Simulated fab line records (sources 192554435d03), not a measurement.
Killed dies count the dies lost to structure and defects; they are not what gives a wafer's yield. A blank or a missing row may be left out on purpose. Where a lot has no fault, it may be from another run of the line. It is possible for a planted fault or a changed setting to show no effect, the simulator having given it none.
Matching of chambers :: flow n5_finfet :: N5_BEOL_M6_ETCH_65 on rie_diel-06 has 4 sister chambers
The step etches SiARC in CF4, target depth 15.6 nm, time 26 s. 16 wafers are shown with their chamber, then 8 later ones without.

## WAFERS WITH THEIR CHAMBER
wafer: L079.1
chamber: 3
showerhead_plenum_p_Torr (Torr): 2.26
drypump_motor_current_A (A): 5.7
throttle_valve_pct (%): 15.41

wafer: L079.4
chamber: 3
showerhead_plenum_p_Torr (Torr): 2.26
drypump_motor_current_A (A): 5.8
throttle_valve_pct (%): 15.42

wafer: L079.6
chamber: 1
showerhead_plenum_p_Torr (Torr): 2.28
drypump_motor_current_A (A): 5.9
throttle_valve_pct (%): 15.72

wafer: L083.4
chamber: 3
showerhead_plenum_p_Torr (Torr): 2.26
drypump_motor_current_A (A): 5.7
throttle_valve_pct (%): 15.46

wafer: L083.5
chamber: 2
showerhead_plenum_p_Torr (Torr): 2.04
drypump_motor_current_A (A): 5.1
throttle_valve_pct (%): 15.98

wafer: L083.6
chamber: 1
showerhead_plenum_p_Torr (Torr): 2.27
drypump_motor_current_A (A): 5.9
throttle_valve_pct (%): 15.74

wafer: L085.2
chamber: 1
showerhead_plenum_p_Torr (Torr): 2.27
drypump_motor_current_A (A): 5.9
throttle_valve_pct (%): 15.76

wafer: L085.4
chamber: 1
showerhead_plenum_p_Torr (Torr): 2.27
drypump_motor_current_A (A): 5.9
throttle_valve_pct (%): 15.77

wafer: L085.6
chamber: 2
showerhead_plenum_p_Torr (Torr): 2.03
drypump_motor_current_A (A): 5.1
throttle_valve_pct (%): 16.00

wafer: L087.1
chamber: 2
showerhead_plenum_p_Torr (Torr): 2.03
drypump_motor_current_A (A): 5.1
throttle_valve_pct (%): 16.00

wafer: L087.2
chamber: 1
showerhead_plenum_p_Torr (Torr): 2.27
drypump_motor_current_A (A): 5.9
throttle_valve_pct (%): 15.75

wafer: L087.6
chamber: 2
showerhead_plenum_p_Torr (Torr): 2.03
drypump_motor_current_A (A): 5.1
throttle_valve_pct (%): 16.01

wafer: L089.2
chamber: 1
showerhead_plenum_p_Torr (Torr): 2.27
drypump_motor_current_A (A): 5.9
throttle_valve_pct (%): 15.78

wafer: L089.3
chamber: 0
showerhead_plenum_p_Torr (Torr): 2.10
drypump_motor_current_A (A): 5.8
throttle_valve_pct (%): 15.53

wafer: L089.5
chamber: 2
showerhead_plenum_p_Torr (Torr): 2.03
drypump_motor_current_A (A): 5.1
throttle_valve_pct (%): 16.02

wafer: L092.2
chamber: 0
showerhead_plenum_p_Torr (Torr): 2.10
drypump_motor_current_A (A): 5.8
throttle_valve_pct (%): 15.53

SIGNATURES (averages over the wafers above)
reading: showerhead_plenum_p_Torr
chamber 0: 2.1000
chamber 1: 2.2717
chamber 2: 2.0320
chamber 3: 2.2600
scatter within a chamber: 0.00369

reading: drypump_motor_current_A
chamber 0: 5.800
chamber 1: 5.900
chamber 2: 5.100
chamber 3: 5.733
scatter within a chamber: 0.0236

reading: throttle_valve_pct
chamber 0: 15.5300
chamber 1: 15.7533
chamber 2: 16.0020
chamber 3: 15.4300
scatter within a chamber: 0.0196
Rule: for each reading, subtract the chamber's mean from the wafer's reading, divide by that reading's scatter and square the result; add these up over the readings and take the root, which gives the wafer's distance from the chamber. The wafer belongs to the nearest chamber; if the next one is less than 2 further off, it can't be placed. The scatter: the root of (the sum of the squares of (reading less its chamber's mean) over the shown wafers, divided by (wafers less chambers)).

## WAFERS MISSING THEIR CHAMBER
wafer: L092.3
showerhead_plenum_p_Torr (Torr): 2.25
drypump_motor_current_A (A): 5.8
throttle_valve_pct (%): 15.48

wafer: L092.5
showerhead_plenum_p_Torr (Torr): 2.10
drypump_motor_current_A (A): 5.8
throttle_valve_pct (%): 15.53

wafer: L093.1
showerhead_plenum_p_Torr (Torr): 2.25
drypump_motor_current_A (A): 5.8
throttle_valve_pct (%): 15.50

wafer: L093.4
showerhead_plenum_p_Torr (Torr): 2.10
drypump_motor_current_A (A): 5.8
throttle_valve_pct (%): 15.55

wafer: L093.6
showerhead_plenum_p_Torr (Torr): 2.03
drypump_motor_current_A (A): 5.1
throttle_valve_pct (%): 16.04

wafer: L094.1
showerhead_plenum_p_Torr (Torr): 2.03
drypump_motor_current_A (A): 5.1
throttle_valve_pct (%): 16.04

wafer: L094.3
showerhead_plenum_p_Torr (Torr): 2.25
drypump_motor_current_A (A): 5.7
throttle_valve_pct (%): 15.51

wafer: L094.4
showerhead_plenum_p_Torr (Torr): 2.26
drypump_motor_current_A (A): 5.9
throttle_valve_pct (%): 15.80

## THE CHAMBER EACH PASSED THROUGH
wafer: L092.3
from the rows above: 3
in truth: 3

wafer: L092.5
from the rows above: 0
in truth: 0

wafer: L093.1
from the rows above: 3
in truth: 3

wafer: L093.4
from the rows above: 0
in truth: 0

wafer: L093.6
from the rows above: 2
in truth: 2

wafer: L094.1
from the rows above: 2
in truth: 2

wafer: L094.3
from the rows above: 3
in truth: 3

wafer: L094.4
from the rows above: 1
in truth: 1
Correct placement for 8 of the 8. From these rows, 0 cannot be placed. Placed wrongly: 0.
